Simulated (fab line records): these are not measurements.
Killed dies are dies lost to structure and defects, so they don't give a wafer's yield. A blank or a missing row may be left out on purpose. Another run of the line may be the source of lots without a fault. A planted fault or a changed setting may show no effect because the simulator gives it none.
Chamber matching / flow nand_harc / NHARC_A_WL_FILL_ALD_10 on ald_hk-03: 4 sister chambers
The step deposits SiO2, target thk 50 nm, pulse time 10 s, ald cycles 500. 8 wafers are shown with their chamber, then 9 later ones without.

WAFERS PAIRED WITH THEIR CHAMBERS
wafer=L086.1; chamber=3; heater_power_w (W)=450; precursor_pulse_height_rel=1.027
wafer=L086.5; chamber=0; heater_power_w (W)=449; precursor_pulse_height_rel=1.031
wafer=L089.2; chamber=1; heater_power_w (W)=525; precursor_pulse_height_rel=1.015
wafer=L089.5; chamber=3; heater_power_w (W)=445; precursor_pulse_height_rel=0.987
wafer=L089.6; chamber=2; heater_power_w (W)=551; precursor_pulse_height_rel=0.994
wafer=L087.1; chamber=0; heater_power_w (W)=446; precursor_pulse_height_rel=0.984
wafer=L087.2; chamber=1; heater_power_w (W)=540; precursor_pulse_height_rel=0.995
wafer=L087.4; chamber=2; heater_power_w (W)=551; precursor_pulse_height_rel=0.950

WAFERS WHOSE CHAMBER IS MISSING
wafer=L087.3; heater_power_w (W)=433; precursor_pulse_height_rel=1.005
wafer=L087.5; heater_power_w (W)=448; precursor_pulse_height_rel=1.005
wafer=L087.6; heater_power_w (W)=537; precursor_pulse_height_rel=1.000
wafer=L094.1; heater_power_w (W)=441; precursor_pulse_height_rel=0.994
wafer=L094.2; heater_power_w (W)=455; precursor_pulse_height_rel=1.004
wafer=L094.3; heater_power_w (W)=556; precursor_pulse_height_rel=1.023
wafer=L097.1; heater_power_w (W)=519; precursor_pulse_height_rel=1.028
wafer=L097.5; heater_power_w (W)=442; precursor_pulse_height_rel=0.987
wafer=L097.6; heater_power_w (W)=444; precursor_pulse_height_rel=1.002

WHICH CHAMBER EACH WENT THROUGH
wafer=L087.3; from the rows above=can't be placed: 3 or 0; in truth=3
wafer=L087.5; from the rows above=can't be placed: 3 or 0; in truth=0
wafer=L087.6; from the rows above=can't be placed: 1 or 2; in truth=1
wafer=L094.1; from the rows above=can't be placed: 3 or 0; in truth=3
wafer=L094.2; from the rows above=can't be placed: 3 or 0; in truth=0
wafer=L094.3; from the rows above=2; in truth=2
wafer=L097.1; from the rows above=1; in truth=1
wafer=L097.5; from the rows above=can't be placed: 3 or 0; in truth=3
wafer=L097.6; from the rows above=can't be placed: 3 or 0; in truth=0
Correct placement for 2 of the 9. These rows do not allow placing 7 (true chamber among the candidates in 7). Number placed wrongly: 0.
How it was worked out, from the rows above alone: a wafer's distance from a chamber is the root of the sum, over the readings, of the square of ((its reading less the chamber's mean) divided by the reading's scatter). The wafer belongs to the nearest chamber; if the next one is less than 2 further off, it can't be placed. For every chamber, the mean is computed from those of its wafers that are shown. The scatter is the square root of a quotient: the sum, over the shown wafers, of each reading's squared deviation from its chamber's mean, divided by wafers minus chambers.
